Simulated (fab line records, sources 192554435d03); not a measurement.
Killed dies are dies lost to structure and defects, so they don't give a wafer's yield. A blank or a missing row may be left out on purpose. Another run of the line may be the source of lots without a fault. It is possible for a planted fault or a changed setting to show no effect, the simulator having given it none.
fab line records :: flow n5_finfet
record
  lots=4
  wafers=10
  last_day=16
route steps=1938 shown BEOL_M1@780 BEOL_M4@1111 PASSIVATION@1936
lots with no fault: from the same line, run without faults
start_h: hours from the record's first day to the start of the lot's first wafer shown :: wait_h: time in hours since the lot's previous step :: " identical to the entry in the row above :: L1.1+2: one row covering several wafers at once :: - no value present, or no start provided :: * or withheld: withheld :: < > ~ a bound
route shown NAME@n: NAME is a module with steps in the file, n the number in the route of the first one :: usual: mean/standard deviation taken from wafers without a fault :: same: alike in all rows :: chamber/n: place in a boat :: sites: readings site by site :: _std_site: the standard deviation of these :: _edge_site: inner sites' mean taken away from outer sites' mean :: radius_mm: how far each site lies from the wafer's centre :: mask NAME#n: copy n :: behind: the last tool/chamber to shape the wafer :: hold: cause of the lot's hold/its duration in hours/its outcome :: device: whichever transistor did not switch (one of n, p or np) :: end of line: the route-end tests of the same wafers :: for a step that has no rows: nothing shown but its recipe :: killed: at the first sort, the dies lost to defects and structure; wafer yield is something else :: map: a wafer's dies, x killed, . not, _ none there
set.NAME: setting as actually run; set.NAME@STEP: the setting as run at that earlier step :: model.NAME: the simulator's own value behind a step, which no gauge read
lots seen at some steps along the route; tables by step, rows by wafer
services: the hour from which a tool's chamber was out of use, counted from the record's first day as start_h (under 0 if before that day), plus the number of hours and why
## steps
# step N5_BEOL_M1_COAT_22
# recipe
  resist=CAR-EUV
  spin_rpm=1500
  resist_thk_nm=30
# step N5_BEOL_M1_EBR_24
# recipe
  solvent=PGMEA
  ebr_width_mm=1.5
# step N5_BEOL_M1_SOFTBAKE_23
# recipe
  temp_c=110
  time_s=60
  resist=CAR-EUV
# step N5_BEOL_M1_EXPOSE_25
# recipe
  mask_id=V0
  na=0.33
  source_shape=quasar
  sigma_inner=0.2
  sigma_outer=0.8
  polarization=unpolarized
  defocus_nm=5
  target_cd_nm=24
  dose_mj=63
# step N5_BEOL_M1_PEB_26
# recipe
  peb_temp_c=100
  peb_time_s=60
  resist=CAR-EUV
# step N5_BEOL_M1_DEVELOP_27
# recipe
  develop_time_s=30
  developer=TMAH
  resist=CAR-EUV
  rinse_liquid=surfactant_rinse
  dry=air_spin
  dev_temp_c=23
# step N5_BEOL_M1_DESCUM_33
# recipe
  chemistry=O2
  time_s=7
  source_power_w=50
  bias_power_w=20
  pressure_mtorr=20
  rf_frequency_hz=2.712e+07
  temp_c=40
  resist=CAR-EUV
  o2_flow_sccm=225
# step N5_BEOL_M1_ETCH_77
# recipe
  chemistry=N2/H2
  target=underlayer
  target_depth_a=65
  mask_material=CAR-EUV
  time_s=5.2
  ion_energy_ev=200
  pressure_mtorr=30
  source_w=840
  bias_w=150
  n2_flow_sccm=200
  h2_flow_sccm=200
  ends=cleared
# step N5_BEOL_M1_ETCH_69
# recipe
  chemistry=CF4
  target=SiARC
  target_depth_a=156
  mask_material=CAR-EUV
  time_s=26
  ion_energy_ev=80
  pressure_mtorr=40
  source_w=545
  bias_w=36
  Ar_flow_sccm=100
  cf4_flow_sccm=100
  ends=cleared
# step N5_BEOL_M1_ALD_98
# recipe
  material=SiO2
  target_thk_a=25
  temp_c=100
  ald_precursor_family=BDEAS
  ald_co_reactant=O2-plasma
  pulse_time_s=1
  co_reactant_pulse_time_s=1
  purge_time_s=2
  co_reactant_purge_time_s=2
  ald_cycles=17
  pressure_torr=2
# usual
  ald_cycles=17/0
  heater_power_w=74/7.7
  precursor_pulse_height_rel=1.001/0.021
lot.wafer: L537.3
tool: ald_sin-03
chamber: 0
start_h: 171.89
wait_h: 0.2
ald_cycles: 17
heater_power_w: 91
precursor_pulse_height_rel: 1.012
model.SiO2_of_BEOL_M1_ALD_98.thk_nm: 2.4

lot.wafer: L537.5
tool: ald_sin-03
chamber: 1
start_h: 171.89
wait_h: 0.2
ald_cycles: 17
heater_power_w: 72
precursor_pulse_height_rel: 0.977
model.SiO2_of_BEOL_M1_ALD_98.thk_nm: 2.4

lot.wafer: L537.6
tool: ald_sin-03
chamber: 0
start_h: 171.89
wait_h: 0.2
ald_cycles: 17
heater_power_w: 88
precursor_pulse_height_rel: 0.990
model.SiO2_of_BEOL_M1_ALD_98.thk_nm: 2.4

lot.wafer: L540.2
tool: ald_sin-03
chamber: 2
start_h: 187.34
wait_h: 1.1
ald_cycles: 17
heater_power_w: 83
precursor_pulse_height_rel: 0.986
model.SiO2_of_BEOL_M1_ALD_98.thk_nm: 2.6

lot.wafer: L540.4
tool: ald_sin-03
chamber: 3
start_h: 187.34
wait_h: 1.1
ald_cycles: 22
heater_power_w: 70
precursor_pulse_height_rel: 0.998
model.SiO2_of_BEOL_M1_ALD_98.thk_nm: 3.2

lot.wafer: L541.2
tool: ald_sin-03
chamber: 2
start_h: 197.60
wait_h: 0.2
ald_cycles: 17
heater_power_w: 83
precursor_pulse_height_rel: 1.014
model.SiO2_of_BEOL_M1_ALD_98.thk_nm: 2.6

lot.wafer: L541.4
tool: ald_sin-03
chamber: 0
start_h: 197.60
wait_h: 0.2
ald_cycles: 22
heater_power_w: 88
precursor_pulse_height_rel: 0.988
model.SiO2_of_BEOL_M1_ALD_98.thk_nm: 3.2

lot.wafer: L546.1
tool: ald_sin-04
chamber: 2
start_h: 229.61
wait_h: 0.1
ald_cycles: 17
heater_power_w: 70
precursor_pulse_height_rel: 0.974
model.SiO2_of_BEOL_M1_ALD_98.thk_nm: 2.6

lot.wafer: L546.2
tool: ald_sin-04
chamber: 3
start_h: 229.61
wait_h: 0.1
ald_cycles: 17
heater_power_w: 76
precursor_pulse_height_rel: 0.973
model.SiO2_of_BEOL_M1_ALD_98.thk_nm: 2.4

lot.wafer: L546.4
tool: ald_sin-04
chamber: 0
start_h: 229.61
wait_h: 0.1
ald_cycles: 17
heater_power_w: 60
precursor_pulse_height_rel: 0.997
model.SiO2_of_BEOL_M1_ALD_98.thk_nm: 2.4
# step N5_BEOL_M1_ETCHBACK_99
# recipe
  chemistry=CHF3
  target=SiO2
  target_depth_a=50
  time_s=10.4
  source_w=215
  bias_w=47
  Ar_flow_sccm=200
  CHF3_flow_sccm=12
  ion_energy_ev=100
  pressure_mtorr=30
# step N5_BEOL_M1_ETCH_70
# recipe
  chemistry=N2/H2
  target=SOC
  target_depth_a=800
  overetch_a=160
  mask_material=SiARC
  temp_c=40
  time_s=120
  ion_energy_ev=200
  pressure_mtorr=30
  source_w=840
  bias_w=150
  n2_flow_sccm=200
  h2_flow_sccm=200
# step N5_BEOL_M1_STRIP_71
# recipe
  chemistry=N2/H2
  temp_c=40
  n2_flow_sccm=200
  h2_flow_sccm=200
  rf_frequency_hz=6e+07
# step N5_BEOL_M1_STRIP_78
# recipe
  chemistry=N2/H2
  temp_c=40
  n2_flow_sccm=200
  h2_flow_sccm=200
  rf_frequency_hz=6e+07
# step N5_BEOL_M1_VIA_ETCH_34
# recipe
  chemistry=C4F6/O2
  target_depth_a=678
  mask_material=SOC
  pressure_mtorr=15
  ion_energy_ev=250
  taper_deg=4
  time_s=64.4
  source_w=350
  bias_w=170
  Ar_flow_sccm=300
  C4F6_flow_sccm=10
  O2_flow_sccm=10
# usual
  drypump_motor_current_A=5.7/0.57
  oes_product_au=0.76/0.083
  rf_vpp_V=663/15
  showerhead_plenum_p_Torr=2.85/0.077
  throttle_valve_pct=30.72/0.26
lot.wafer: L537.3
tool: rie_diel-03
chamber: 0
start_h: 175.52
wait_h: 0.0
drypump_motor_current_A: 6.5
oes_product_au: 0.65
rf_hours_counter_h: 249
rf_vpp_V: 687
showerhead_plenum_p_Torr: 2.90
throttle_valve_pct: 30.37
model.BEOL_M1.cd_nm: 17.8

lot.wafer: L537.5
tool: rie_diel-03
chamber: 2
start_h: 175.52
wait_h: 0.0
drypump_motor_current_A: 6.6
oes_product_au: 0.68
rf_hours_counter_h: -
rf_vpp_V: 668
showerhead_plenum_p_Torr: 2.81
throttle_valve_pct: 30.89
model.BEOL_M1.cd_nm: 18.2

lot.wafer: L537.6
tool: rie_diel-03
chamber: 1
start_h: 175.52
wait_h: 0.0
drypump_motor_current_A: 5.7
oes_product_au: 0.91
rf_hours_counter_h: -
rf_vpp_V: 659
showerhead_plenum_p_Torr: 2.89
throttle_valve_pct: 30.41
model.BEOL_M1.cd_nm: 18.2

lot.wafer: L540.2
tool: rie_diel-03
chamber: 3
start_h: 188.04
wait_h: 0.0
drypump_motor_current_A: 5.4
oes_product_au: 0.71
rf_hours_counter_h: 210
rf_vpp_V: 659
showerhead_plenum_p_Torr: 2.92
throttle_valve_pct: 30.72
model.BEOL_M1.cd_nm: 18.2

lot.wafer: L540.4
tool: rie_diel-03
chamber: 1
start_h: 188.04
wait_h: 0.0
drypump_motor_current_A: 5.7
oes_product_au: 0.90
rf_hours_counter_h: -
rf_vpp_V: 657
showerhead_plenum_p_Torr: 2.89
throttle_valve_pct: 30.43
model.BEOL_M1.cd_nm: 16.6

lot.wafer: L541.2
tool: rie_diel-06
chamber: 1
start_h: 203.97
wait_h: 0.0
drypump_motor_current_A: 5.1
oes_product_au: 0.71
rf_hours_counter_h: 220
rf_vpp_V: 642
showerhead_plenum_p_Torr: 2.81
throttle_valve_pct: 30.59
model.BEOL_M1.cd_nm: 18

lot.wafer: L541.4
tool: rie_diel-06
chamber: 3
start_h: 203.97
wait_h: 0.0
drypump_motor_current_A: 5.7
oes_product_au: 0.79
rf_hours_counter_h: 109
rf_vpp_V: 701
showerhead_plenum_p_Torr: 2.97
throttle_valve_pct: 30.44
model.BEOL_M1.cd_nm: 16.6

lot.wafer: L546.1
tool: rie_diel-03
chamber: 3
start_h: 234.16
wait_h: 0.0
drypump_motor_current_A: 5.5
oes_product_au: 0.69
rf_hours_counter_h: 228
rf_vpp_V: 657
showerhead_plenum_p_Torr: 2.91
throttle_valve_pct: 30.73
model.BEOL_M1.cd_nm: 18.2

lot.wafer: L546.2
tool: rie_diel-03
chamber: 0
start_h: 234.16
wait_h: 0.0
drypump_motor_current_A: 6.5
oes_product_au: 0.97
rf_hours_counter_h: 11
rf_vpp_V: 686
showerhead_plenum_p_Torr: 2.90
throttle_valve_pct: 30.31
model.BEOL_M1.cd_nm: 18.6

lot.wafer: L546.4
tool: rie_diel-03
chamber: 1
start_h: 234.16
wait_h: 0.0
drypump_motor_current_A: 5.7
oes_product_au: 0.87
rf_hours_counter_h: -
rf_vpp_V: 657
showerhead_plenum_p_Torr: 2.88
throttle_valve_pct: 30.44
model.BEOL_M1.cd_nm: 17.8
# step N5_BEOL_M1_STRIP_83
# recipe
  chemistry=C4F6/O2
  resist=SiARC
  rf_frequency_hz=6e+07
# step N5_BEOL_M1_STRIP_36
# recipe
  chemistry=N2/H2
  power_w=450
  temp_c=40
  pressure_mtorr=20
  rf_frequency_hz=6e+07
  overash_fraction=0.3
  bias_power_w=7
  h2_frac=0.5
  n2_flow_sccm=200
  h2_flow_sccm=200
# step N5_BEOL_M1_TRENCH_ETCH_37
# recipe
  chemistry=C4F6/O2
  target_depth_a=552.07
  target=SiOC
  time_s=29
  ion_energy_ev=250
  pressure_mtorr=30
  source_w=355
  bias_w=185
  Ar_flow_sccm=300
  C4F6_flow_sccm=10
  O2_flow_sccm=10
# step N5_BEOL_M1_ETCH_41
# recipe
  chemistry=CH3F/O2
  target=SiCN
  target_depth_a=319
  taper_deg=2
  time_s=57.8
  ion_energy_ev=120
  mask_material=TiN
  pressure_mtorr=30
  source_w=395
  bias_w=75
  Ar_flow_sccm=150
  CH3F_flow_sccm=30
  O2_flow_sccm=20
# step N5_BEOL_M1_STRIP_97
# recipe
  chemistry=N2/H2
  time_s=10
  power_w=450
  temp_c=40
  pressure_mtorr=20
  rf_frequency_hz=6e+07
  bias_power_w=7
  n2_flow_sccm=200
  h2_flow_sccm=200
# step N5_BEOL_M1_HM_STRIP_39
# recipe
  chemistry=peroxide_tin_strip
  material=TiN
  target_depth_a=250
  temp_c=50
  time_s=158
# step N5_BEOL_M1_SRD_40
# recipe
  time_s=30
  temp_c=23
  rinse_liquid=diw
  dry=ipa_marangoni
# step N5_BEOL_M1_PRECLEAN_42
# recipe
  chemistry=residue_remover
  time_s=60
  temp_c=40
# step N5_BEOL_M1_SRD_43
# recipe
  time_s=30
  temp_c=23
  rinse_liquid=diw
  dry=ipa_marangoni
# step N5_BEOL_M1_DEGAS_44
# recipe
  ambient=vacuum
  temp_c=250
  time_s=60
# step N5_BEOL_M1_PRE_CLEAN_45
# recipe
  gas=H2/He
  time_s=30
  temp_c=250
# step N5_BEOL_M1_ALD_84
# recipe
  material=TaN
  target_thk_a=*
  temp_c=275
  ald_precursor_family=PDMAT
  ald_co_reactant=NH3
  pressure_torr=3
  carrier_flow_sccm=1500
  pulse_time_s=2
  purge_time_s=3
  co_reactant_purge_time_s=2
  co_reactant_pulse_time_s=3
  ald_cycles=30
  precursor_vessel_temp_c=75
  precursor_vessel_pressure_torr=26.25
  precursor_vessel_carrier_sccm=1000
# step N5_BEOL_M1_SURFACE_TREAT_85
# recipe
  gas=Ar
  time_s=*
  ion_energy_ev=*
  ion_current_ma_cm2=0.5
  pressure_mtorr=*
  ar_flow_sccm=30
# step N5_BEOL_M1_CVD_47
# recipe
  material=Co
  target_thk_a=30
  temp_c=withheld
  precursor=CCTBA/H2
  pressure_torr=30
  time_s=223.8
# step N5_BEOL_M1_SPUTTER_48
# recipe
  material=Cu
  target_thk_a=45
  temp_c=-20
  chamber_pressure_pa=0.07
  power_w=withheld
  time_s=8.29
# step N5_BEOL_M1_ANNEAL_49
# recipe
  temp_c=400
  time_s=240
  ambient=vacuum
# step N5_BEOL_M1_SPUTTER_79
# recipe
  material=Cu
  target_thk_a=45
  temp_c=-20
  chamber_pressure_pa=0.07
  power_w=withheld
  time_s=8.29
# step N5_BEOL_M1_ANNEAL_80
# recipe
  temp_c=400
  time_s=240
  ambient=vacuum
# step N5_BEOL_M1_SPUTTER_81
# recipe
  material=Cu
  target_thk_a=45
  temp_c=-20
  chamber_pressure_pa=0.07
  power_w=withheld
  time_s=8.29
# step N5_BEOL_M1_ANNEAL_82
# recipe
  temp_c=400
  time_s=240
  ambient=vacuum
# step N5_BEOL_M1_SPUTTER_86
# recipe
  material=Cu
  target_thk_a=45
  temp_c=-20
  chamber_pressure_pa=0.07
  power_w=withheld
  time_s=8.29
# step N5_BEOL_M1_ANNEAL_87
# recipe
  temp_c=400
  time_s=240
  ambient=vacuum
# step N5_BEOL_M4_RC_MEAS_101
# usual
  CHAIN_V0=232/10
  DIBL_N=36.2/1.6
  DIBL_P=36.5/1.9
  IOFF_N=0.158/0.027
  IOFF_P=0.21/0.038
  ION_N=675/12
  ION_P=464/8.9
  SS_N=71.5/0.61
  SS_P=73.4/0.59
  VT_N=250.4/3
  VT_P=-250/3.6
lot.wafer: L537.3
tool: prober-01
chamber: 0
start_h: 212.85
wait_h: 0.3
CHAIN_V0[ohm/link]: 236
DIBL_N[mV/V]: 36.4
DIBL_P[mV/V]: 34.1
IOFF_N[nA/um]: 0.138
IOFF_P[nA/um]: 0.15
ION_N[uA/um]: 662
ION_P[uA/um]: 449
SS_N[mV/dec]: 71.5
SS_P[mV/dec]: 73.1
VT_N[mV]: 253.4
VT_P[mV]: -258

lot.wafer: L537.5
tool: prober-01
chamber: 0
start_h: 212.85
wait_h: 0.3
CHAIN_V0[ohm/link]: 234
DIBL_N[mV/V]: 34.5
DIBL_P[mV/V]: 33.1
IOFF_N[nA/um]: 0.119
IOFF_P[nA/um]: 0.14
ION_N[uA/um]: 654
ION_P[uA/um]: 447
SS_N[mV/dec]: 70.9
SS_P[mV/dec]: 73.1
VT_N[mV]: 253.1
VT_P[mV]: -257

lot.wafer: L537.6
tool: prober-01
chamber: 0
start_h: 212.85
wait_h: 0.3
CHAIN_V0[ohm/link]: 231
DIBL_N[mV/V]: 36.6
DIBL_P[mV/V]: 35.9
IOFF_N[nA/um]: 0.148
IOFF_P[nA/um]: 0.18
ION_N[uA/um]: 676
ION_P[uA/um]: 458
SS_N[mV/dec]: 71.7
SS_P[mV/dec]: 73.3
VT_N[mV]: 249.8
VT_P[mV]: -255

lot.wafer: L540.2
tool: prober-01
chamber: 0
start_h: 227.61
wait_h: 0.2
CHAIN_V0[ohm/link]: 227
DIBL_N[mV/V]: 36.6
DIBL_P[mV/V]: 36.7
IOFF_N[nA/um]: 0.168
IOFF_P[nA/um]: 0.20
ION_N[uA/um]: 682
ION_P[uA/um]: 462
SS_N[mV/dec]: 71.3
SS_P[mV/dec]: 73.3
VT_N[mV]: 247.3
VT_P[mV]: -246

lot.wafer: L540.4
tool: prober-01
chamber: 0
start_h: 227.61
wait_h: 0.2
CHAIN_V0[ohm/link]: 273
DIBL_N[mV/V]: 37.8
DIBL_P[mV/V]: 39.3
IOFF_N[nA/um]: 0.206
IOFF_P[nA/um]: 0.26
ION_N[uA/um]: 706
ION_P[uA/um]: 486
SS_N[mV/dec]: 71.6
SS_P[mV/dec]: 74.4
VT_N[mV]: 245.4
VT_P[mV]: -246

lot.wafer: L541.2
tool: prober-02
chamber: 0
start_h: 251.92
wait_h: 0.2
CHAIN_V0[ohm/link]: 244
DIBL_N[mV/V]: 37.5
DIBL_P[mV/V]: 36.8
IOFF_N[nA/um]: 0.179
IOFF_P[nA/um]: 0.19
ION_N[uA/um]: 681
ION_P[uA/um]: 457
SS_N[mV/dec]: 71.9
SS_P[mV/dec]: 73.6
VT_N[mV]: 247.8
VT_P[mV]: -254

lot.wafer: L541.4
tool: prober-02
chamber: 0
start_h: 251.92
wait_h: 0.2
CHAIN_V0[ohm/link]: 267
DIBL_N[mV/V]: 36.1
DIBL_P[mV/V]: 35.3
IOFF_N[nA/um]: 0.154
IOFF_P[nA/um]: 0.17
ION_N[uA/um]: 674
ION_P[uA/um]: 456
SS_N[mV/dec]: 71.2
SS_P[mV/dec]: 72.9
VT_N[mV]: 248.4
VT_P[mV]: -251

lot.wafer: L546.1
tool: prober-01
chamber: 0
start_h: 279.61
wait_h: 0.0
CHAIN_V0[ohm/link]: 233
DIBL_N[mV/V]: 36.4
DIBL_P[mV/V]: 37.3
IOFF_N[nA/um]: 0.157
IOFF_P[nA/um]: 0.20
ION_N[uA/um]: 678
ION_P[uA/um]: 461
SS_N[mV/dec]: 72.5
SS_P[mV/dec]: 73.5
VT_N[mV]: 250.1
VT_P[mV]: -253

lot.wafer: L546.2
tool: prober-01
chamber: 0
start_h: 279.61
wait_h: 0.0
CHAIN_V0[ohm/link]: 213
DIBL_N[mV/V]: 33.2
DIBL_P[mV/V]: 34.9
IOFF_N[nA/um]: 0.121
IOFF_P[nA/um]: 0.18
ION_N[uA/um]: 669
ION_P[uA/um]: 465
SS_N[mV/dec]: 70.8
SS_P[mV/dec]: 72.5
VT_N[mV]: 253.1
VT_P[mV]: -253

lot.wafer: L546.4
tool: prober-01
chamber: 0
start_h: 279.61
wait_h: 0.0
CHAIN_V0[ohm/link]: 243
DIBL_N[mV/V]: 35.4
DIBL_P[mV/V]: 35.7
IOFF_N[nA/um]: 0.145
IOFF_P[nA/um]: 0.20
ION_N[uA/um]: 665
ION_P[uA/um]: 453
SS_N[mV/dec]: 71.5
SS_P[mV/dec]: 73.4
VT_N[mV]: 251.5
VT_P[mV]: -254
# sites CHAIN_V0 radius_mm=0,75,75,75,75,140,140,140,140
L537.3 225 236 245 236 234 241 245 236 248
L540.2 236 224 240 242 243 224 227 223 220
L541.2 242 246 247 246 254 243 236 237 244
L546.1 217 223 219 225 233 241 244 236 238
# step N5_PASSIVATION_PROBE_49
# usual
  defect_limited_yield=91.3/1.7
  killed_at_M0_to_M3=33/11
  killed_at_M4_up=14/5.5
  killed_at_contacts=13/6.5
  killed_at_front_end=39/13
  killed_at_other=3.4/2.9
  killed_dies=103/20
  killed_open=69/15
  killed_short=32/8.1
  sort_bin_5_function=5.1/1.1
  sort_bin_6_memory=3.3/0.74
  sort_n_pass=1077/20
  sort_yield_pct=91.3/1.7
# same
  gross_dies=1180
  killed_at_back_side=0
  sort_bin_4_leakage[%]=0
  sort_bin_8_speed[%]=0
lot.wafer: L540.4
tool: prober-01
chamber: -
start_h: 335.90
wait_h: 0.2
defect_limited_yield[%]: 90.0
killed_at_M0_to_M3: 51
killed_at_M4_up: 13
killed_at_contacts: 16
killed_at_front_end: 36
killed_at_other: 2
killed_dies: 118
killed_open: 79
killed_short: 36
sort_bin_5_function[%]: 6.1
sort_bin_6_memory[%]: 3.4
sort_n_pass: 1062
sort_yield_pct[%]: 90.0
# killed by level:class
L540.4 BEOL_M1:geometric_particle:open=16 MOL_CONTACT_COAG:geometric_particle:open=14 BEOL_M0_SAQP:geometric_particle:open=11 DUMMY_GATE:geometric_particle:open=10 BEOL_M0_SAQP:geometric_particle:short=10 STI_FIN_REVEAL:geometric_particle:open=5 BEOL_M4:geometric_particle:open=5 FIN_SAQP:geometric_particle:open=4
## services
tool: rie_diel-06
chamber: 0
start_h: 160.21
hours: 2.8
kind: repair

tool: rie_diel-03
chamber: 0
start_h: 178.59
hours: -
kind: clean

tool: rie_diel-03
chamber: 0
start_h: 178.59
hours: -
kind: consumable_replace:focus_ring

tool: rie_diel-03
chamber: 0
start_h: 178.59
hours: 26.3
kind: scheduled_down

tool: rie_diel-03
chamber: 0
start_h: 178.59
hours: 26.3
kind: vent_cycle

tool: ald_sin-04
chamber: -
start_h: 210.37
hours: 2.8
kind: pm

tool: rie_diel-06
chamber: 0
start_h: 213.00
hours: 3.4
kind: repair

tool: rie_diel-03
chamber: 2
start_h: 217.30
hours: -
kind: clean

tool: rie_diel-03
chamber: 2
start_h: 217.30
hours: -
kind: consumable_replace:focus_ring

tool: rie_diel-03
chamber: 2
start_h: 217.30
hours: 20.1
kind: scheduled_down

tool: rie_diel-03
chamber: 2
start_h: 217.30
hours: 20.1
kind: vent_cycle

tool: ald_sin-04
chamber: -
start_h: 219.39
hours: 0.8
kind: repair
## key
first_sign
  step=N5_BEOL_M1_ALD_98
  reading=ald_cycles
  direction=up
  sigmas=99+
  usual=*
  struck=*
effect
  step=N5_BEOL_M4_RC_MEAS_101
  reading=CHAIN_V0
  direction=up
  sigmas=3.7
  usual=232
  struck=270
model_effect
  step=N5_BEOL_M1_ALD_98
  value=SiO2_of_BEOL_M1_ALD_98.thk_nm
  without=2.5
  struck=3.2
model_effect
  step=N5_BEOL_M1_VIA_ETCH_34
  value=BEOL_M1.cd_nm
  without=18.1
  struck=16.6
met_at N5_BEOL_M1_ALD_98
struck_wafers L540.4,L541.4
onset_between 171.89 187.34
fault
  kind=process_parameter_drift
  tool=ald_sin-03
  chamber=-
  onset_h=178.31
  steps=N5_BEOL_M1_ALD_98
  channel=ald_cycles
  offset=*
  shape=step
  end_h=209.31
  scope=struck_wafers_only
  acts_in=*
  stated=*
